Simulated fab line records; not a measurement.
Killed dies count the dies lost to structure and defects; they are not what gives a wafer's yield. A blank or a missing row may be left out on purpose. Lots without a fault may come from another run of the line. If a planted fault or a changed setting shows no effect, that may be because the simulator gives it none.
Which tool is to blame? ; flow nand-harc ; 6 lots with 18 wafers sampled at 2 steps, on a route of 1302 steps

## WHAT THE GAUGES READ, wafer by wafer
NHARC_A_SIN_REMOVE_INSPECT_04.
lot;measured;on;raw-defect-count
L326;day 20 03:21;defect-inspect-01;375 835 578
L330;day 21 16:52;defect-inspect-01;424 499 857
L331;day 22 05:43;defect-inspect-02;469 333 353
L338;day 25 19:50;defect-inspect-01;382 487 721
L345;day 28 22:13;defect-inspect-02;516 413 373
L348;day 29 16:00;defect-inspect-01;510 589 450

## WHAT TOOL EACH LOT RAN ON (gives the tool, then ch and the chambers of the sampled wafers, and finally the start)
lot;NHARC_A_SLIT_STRIP_18
L326;rie-diel-09 ch 2,3, day 20 03:21 or earlier
L330;rie-diel-10 ch 0,1,2, day 21 16:52 or earlier
L331;rie-diel-04 ch 0,3, day 22 05:43 or earlier
L338;rie-diel-09 ch 0,2,3, day 25 19:50 or earlier
L345;rie-diel-10 ch 2,3, day 28 22:13 or earlier
L348;rie-diel-04 ch 0,1, day 29 16:00 or earlier
- NHARC_A_SLIT_STRIP_18: strips in O2.

## THE ANSWER, worked out from the rows above alone
Rule: what is usual is taken from the lots themselves. Put in order of their means at a reading, lots are off if they are a third of the lots or fewer, leave a main group of 4 or more, and stand apart from it by a gap of 3 or more times the standard deviation of the main group's means; of several such gaps the widest counts. The tables above print the reading to a certain number of digits; a main group whose means all agree to those digits is not used. Also off: a lot with no number at a reading for which 4 or more lots have one. Where the step has rows for the other lots, those lots are counted as sound.
Across all readings shown, no lot is off: no conclusion can be drawn from this.

## WHAT WAS PUT IN BY THE SIMULATOR
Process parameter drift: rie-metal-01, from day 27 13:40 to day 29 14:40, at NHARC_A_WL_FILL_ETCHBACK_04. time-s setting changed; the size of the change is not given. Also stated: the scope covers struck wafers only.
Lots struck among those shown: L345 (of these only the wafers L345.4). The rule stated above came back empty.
